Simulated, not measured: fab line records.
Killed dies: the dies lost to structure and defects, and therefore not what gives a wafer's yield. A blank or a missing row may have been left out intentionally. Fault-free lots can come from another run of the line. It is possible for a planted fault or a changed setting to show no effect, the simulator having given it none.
Split-lot experiment | flow n5-finfet | route with 1938 steps; 7 lots, 21 wafers read

THE SPLIT
At N5_SD_EPI_N_ETCH_35 (etches SOC in N2/H2, overetch 108 nm, time 486 s), the setting time-s was moved away from the recipe's 486 s on 6 of the 21 wafers read, by -14.9% to +21.0%. For the rest of the wafers, this setting stayed at what the recipe calls for.

The split's own step is where the reading is taken.

THE READING
SiARC_of_SD_EPI_N_COAT_33.thk-nm (the simulator's own value, which no gauge read), in nm, at N5_SD_EPI_N_ETCH_35 (etches SOC in N2/H2, overetch 108 nm, time 486 s). No usual value for it is given in the file. Here, 15 wafers ran the recipe; their average is 19.8 nm with a standard deviation of 0.35 nm.

wafer  | tool, chamber at the split | time-s as run, s | against the recipe | SiARC_of_SD_EPI_N_COAT_33.thk-nm, nm | against lot-mates on the recipe
L074.2 | rie-diel-04, 0             | 486              | recipe             | 19.6                                 | -
L074.4 | rie-diel-04, 3             | 486              | recipe             | 19.4                                 | -
L074.6 | rie-diel-04, 1             | 486              | recipe             | 19.2                                 | -
L084.3 | rie-diel-01, 1             | 486              | recipe             | 19.6                                 | -
L084.5 | rie-diel-01, 1             | 486              | recipe             | 19.6                                 | -
L084.4 | rie-diel-01, 0             | 486              | recipe             | 20.2                                 | -
L085.1 | rie-diel-01, 3             | 486              | recipe             | 20                                   | -
L085.3 | rie-diel-01, 2             | 486              | recipe             | 20.2                                 | -
L085.4 | rie-diel-01, 1             | 413.8            | -14.9%             | 21.8                                 | +1.7
L086.2 | rie-diel-02, 0             | 454              | -6.6%              | 21                                   | no lot-mate on the recipe
L086.5 | rie-diel-02, 1             | 454              | -6.6%              | 20.6                                 | no lot-mate on the recipe
L086.6 | rie-diel-02, 2             | 454              | -6.6%              | 20.8                                 | no lot-mate on the recipe
L089.2 | rie-diel-04, 3             | 486              | recipe             | 19.4                                 | -
L089.5 | rie-diel-04, 3             | 486              | recipe             | 19.6                                 | -
L089.6 | rie-diel-04, 2             | 523.9            | +7.8%              | 19                                   | -0.5
L090.1 | rie-diel-02, 3             | 588.2            | +21.0%             | 16.6                                 | -3.6
L090.2 | rie-diel-02, 0             | 486              | recipe             | 20.2                                 | -
L090.6 | rie-diel-02, 0             | 486              | recipe             | 20.2                                 | -
L093.1 | rie-diel-04, 2             | 486              | recipe             | 20.2                                 | -
L093.5 | rie-diel-04, 2             | 486              | recipe             | 20.2                                 | -
L093.2 | rie-diel-04, 3             | 486              | recipe             | 19.6                                 | -

FIT RESULTS
A straight line over all 21 wafers: SiARC_of_SD_EPI_N_COAT_33.thk-nm changes by -0.144 nm for each +1% of time-s; r = -0.95; the points scatter about the line by 0.33 nm.
The same after taking each lot's own level away (the mean of its wafers on the recipe; 18 wafers): -0.144 nm for each +1%; r = -0.95; scatter 0.31 nm.
That fit puts the effect of the largest move of time-s on the reading at 3 nm.
The span of the lots' own levels, 19.40 to 20.20 nm, comes to 2.3 times the standard deviation stated above.
So the lot-to-lot level changes the slope little: the two slopes agree.
Check: for one of the wafers moved furthest among these (+21.0%), held out of the fit, the line's prediction against its lot-mates is -2.14 nm. Against them it came out at -3.6 nm.

FURTHER SPLITS ON THESE WAFERS
Note: prior to the reading, these wafers also went through further splits. Each is held against what the fit with the lots' levels taken away leaves over:
other split on the same wafers | wafers away from the commonest value | r with SiARC_of_SD_EPI_N_COAT_33.thk-nm (lot level and that fit taken away)
N5_WELL_APT_EXPOSE_05 dose-mj  | 8                                    | -0.03
N5_WELL_APT_PEB_06 peb-time-s  | 8                                    | +0.11
N5_WELL_APT_COAT_19 spin-rpm   | 3                                    | +0.07
N5_FIN_SAQP_ETCH_65 time-s     | 9                                    | +0.25
N5_DUMMY_GATE_COAT_34 spin-rpm | 9                                    | -0.02
N5_DUMMY_GATE_COAT_28 temp-c   | 8                                    | -0.28
N5_SD_EPI_N_EXPOSE_06 dose-mj  | 7                                    | +0.16

FILE'S OWN FIT
SiARC_of_SD_EPI_N_COAT_33.thk-nm changes by -0.145 nm for each +1% of time-s, r = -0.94.
